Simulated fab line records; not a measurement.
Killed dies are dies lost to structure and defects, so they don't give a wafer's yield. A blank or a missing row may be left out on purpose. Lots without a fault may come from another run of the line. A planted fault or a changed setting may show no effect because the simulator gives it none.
What tool caused it?	flow n5_finfet	10 lots with 28 wafers sampled at 4 steps, on a route of 1938 steps

WHAT THE GAUGES READ, wafer by wafer
N5_BEOL_M9_THK_MEAS_01. Usual: M9_ILD_THK typically reads 269 nm, with standard deviation 3.8.
lot	measured	on	M9_ILD_THK (nm)	flag
L270	day 10 12:28	film_metro-01	262 270	
L271	day 10 18:45	film_metro-02	264 264 268	
L276	day 11 21:31	film_metro-01	304 309 311	OFF
L277	day 12 02:08	film_metro-02	307 314 308	OFF
L283	day 12 20:48	film_metro-01	268 267 272	
L284	day 13 21:38	film_metro-02	259 261 268	
L285	day 14 01:56	film_metro-01	267 272 266	
L286	day 14 18:11	film_metro-01	269 275	
L289	day 15 00:10	film_metro-01	274 267 270	
L288	day 15 01:36	film_metro-01	264 269 271	

WHICH TOOL RAN EACH LOT (tool, then ch and the chambers of the sampled wafers, then the start)
lot	N5_BEOL_M8_ETCH_41	N5_BEOL_M8_SPUTTER_48	N5_BEOL_M9_CURE_71
L270	rie_diel-04 ch 1,3, day 10 10:18 or earlier	pvd_sputter-02, day 10 10:18	uv_cure-03 ch 2, day 10 11:57
L271	rie_diel-06 ch 0,2,3, day 10 17:10 or earlier	pvd_sputter-02, day 10 17:10	uv_cure-01 ch 0, day 10 18:19
L276	rie_diel-06 ch 2,3, day 11 19:19 or earlier	pvd_sputter-03, day 11 19:19	uv_cure-03 ch 1, day 11 21:01
L277	rie_diel-05 ch 0,1,2, day 11 23:52 or earlier	pvd_sputter-02, day 11 23:52	uv_cure-03 ch 2, day 12 01:37
L283	rie_diel-05 ch 2,3, day 12 18:47 or earlier	pvd_sputter-03, day 12 18:47	uv_cure-01 ch 0, day 12 20:17
L284	rie_diel-05 ch 0,1, day 13 20:03 or earlier	pvd_sputter-01, day 13 20:03	uv_cure-02 ch 0, day 13 21:07
L285	rie_diel-04 ch 0,2,3, day 14 00:19 or earlier	pvd_sputter-01, day 14 00:19	uv_cure-02 ch 0, day 14 01:25
L286	rie_diel-05 ch 0,2, day 14 16:35 or earlier	pvd_sputter-02, day 14 16:35	uv_cure-02 ch 1, day 14 17:40
L289	rie_diel-06 ch 0,1,2, day 14 22:34 or earlier	pvd_sputter-03, day 14 22:34	uv_cure-03 ch 2, day 14 23:39
L288	rie_diel-05 ch 1,2,3, day 14 23:55 or earlier	pvd_sputter-01, day 14 23:55	uv_cure-01 ch 0, day 15 01:15
- N5_BEOL_M8_ETCH_41: etches SiCN in CH3F/O2, target depth 31.9 nm, time 57.8 s.
- N5_BEOL_M8_SPUTTER_48: material Cu, target thk 10 nm, time 1.667 s.
- N5_BEOL_M9_CURE_71: cures SiCOH lowk, time 240 s.

AS READ BY THE TOOLS THEMSELVES (means over the sampled wafers that have a number; for cases with no such wafer, the mark the record gives instead)
N5_BEOL_M8_ETCH_41. Usual: CH3F_flow_sccm 30.00 sccm, standard deviation 0.097; bias_w 74.99 W, standard deviation 0.23; chamber_pressure_mTorr 30.002 mTorr, standard deviation 0.029; drypump_motor_current_A 5.9 A, standard deviation 0.49; oes_product_au 0.79 a.u., standard deviation 0.072; rf_vpp_V 298.3 V, standard deviation 1.4; showerhead_plenum_p_Torr 2.04 Torr, standard deviation 0.059; throttle_valve_pct 16.3 %, standard deviation 0.32.
lot	tool	CH3F_flow_sccm (sccm)	bias_w (W)	chamber_pressure_mTorr (mTorr)	drypump_motor_current_A (A)	oes_product_au (a.u.)	rf_vpp_V (V)	showerhead_plenum_p_Torr (Torr)	throttle_valve_pct (%)	flag
L270	rie_diel-04	29.87	75.09	29.995	6.0	0.74	299.6	2.03	16.1	
L271	rie_diel-06	30.05	74.91	30.016	5.8	0.79	298.0	2.03	16.3	
L276	rie_diel-06	29.98	75.13	30.006	5.6	0.84	297.6	1.99	16.1	
L277	rie_diel-05	29.96	75.02	29.998	5.8	0.78	299.1	2.04	16.3	
L283	rie_diel-05	29.96	75.04	30.020	5.5	0.76	296.8	1.97	16.1	
L284	rie_diel-05	30.04	75.02	29.988	6.1	0.77	299.6	2.09	16.3	
L285	rie_diel-04	30.03	74.76	30.012	5.9	0.79	297.7	2.01	16.4	
L286	rie_diel-05	29.89	74.88	29.969	5.8	0.78	298.4	2.01	16.1	
L289	rie_diel-06	29.97	74.94	29.978	6.2	0.78	297.6	2.04	16.3	
L288	rie_diel-05	30.02	74.83	29.983	5.7	0.81	297.9	2.01	16.2	

N5_BEOL_M8_SPUTTER_48. Usual: chuck_sensor_temp_C -16.0 C, standard deviation 0.43; throttle_valve_pct 29.6 %, standard deviation 1.1.
lot	tool	chuck_sensor_temp_C (C)	throttle_valve_pct (%)	flag
L270	pvd_sputter-02	-16.4	29.4	
L271	pvd_sputter-02	-16.2	29.1	
L276	pvd_sputter-03	-16.2	29.4	
L277	pvd_sputter-02	-16.1	29.8	
L283	pvd_sputter-03	-16.1	30.5	
L284	pvd_sputter-01	-15.7	30.4	
L285	pvd_sputter-01	-15.7	29.1	
L286	pvd_sputter-02	-16.3	28.6	
L289	pvd_sputter-03	-16.1	29.6	
L288	pvd_sputter-01	-15.9	29.9	

N5_BEOL_M9_CURE_71. Usual: lamp_power_pct 52.32 %, standard deviation 0.051; run_length_s 286.3 s, standard deviation 1.2; wafer_temp_C_max 386.6, standard deviation 0.63.
lot	tool	lamp_power_pct (%)	run_length_s (s)	wafer_temp_C_max	flag
L270	uv_cure-03	52.34	285.5	388.1	
L271	uv_cure-01	52.36	285.6	386.8	
L276	uv_cure-03	-	-	-	OFF
L277	uv_cure-03	-	-	-	OFF
L283	uv_cure-01	52.31	285.6	385.9	
L284	uv_cure-02	52.32	285.7	386.1	
L285	uv_cure-02	52.33	286.0	386.4	
L286	uv_cure-02	52.27	286.5	386.4	
L289	uv_cure-03	52.32	285.6	387.6	
L288	uv_cure-01	52.25	285.8	386.2	

THE ANSWER, worked out from the rows above alone
Rule: a lot is off if the mean of its wafers that have a number lies more than 3 standard deviations from the usual mean. Also off: a lot with no number at a reading for which 4 or more lots have one. Where the step has rows for the other lots, those lots are counted as sound. Order of review: gauges by route order, followed by the tools' own readings, for which a lot's mean as printed above is used. The first step at which some lot is off is used, and at that step the reading that is off furthest; a lot without a number counts as furthest.
Off: L276, L277, at N5_BEOL_M9_THK_MEAS_01 (M9_ILD_THK).
A tool fits if, at a process step before that reading, it ran every lot that is off, and no sound lot after the first of them. Not tried: the gauges at N5_BEOL_M9_THK_MEAS_01; whatever is off there is also off at N5_BEOL_M9_CURE_71, on other tools, and gauge error can't account for it. Because N5_BEOL_M8_ETCH_41 lacks a start for some lots, the hours and order of its lots are taken from N5_BEOL_M8_SPUTTER_48. Not one of the candidates tried fits.

WHAT THE SIMULATOR PUT IN
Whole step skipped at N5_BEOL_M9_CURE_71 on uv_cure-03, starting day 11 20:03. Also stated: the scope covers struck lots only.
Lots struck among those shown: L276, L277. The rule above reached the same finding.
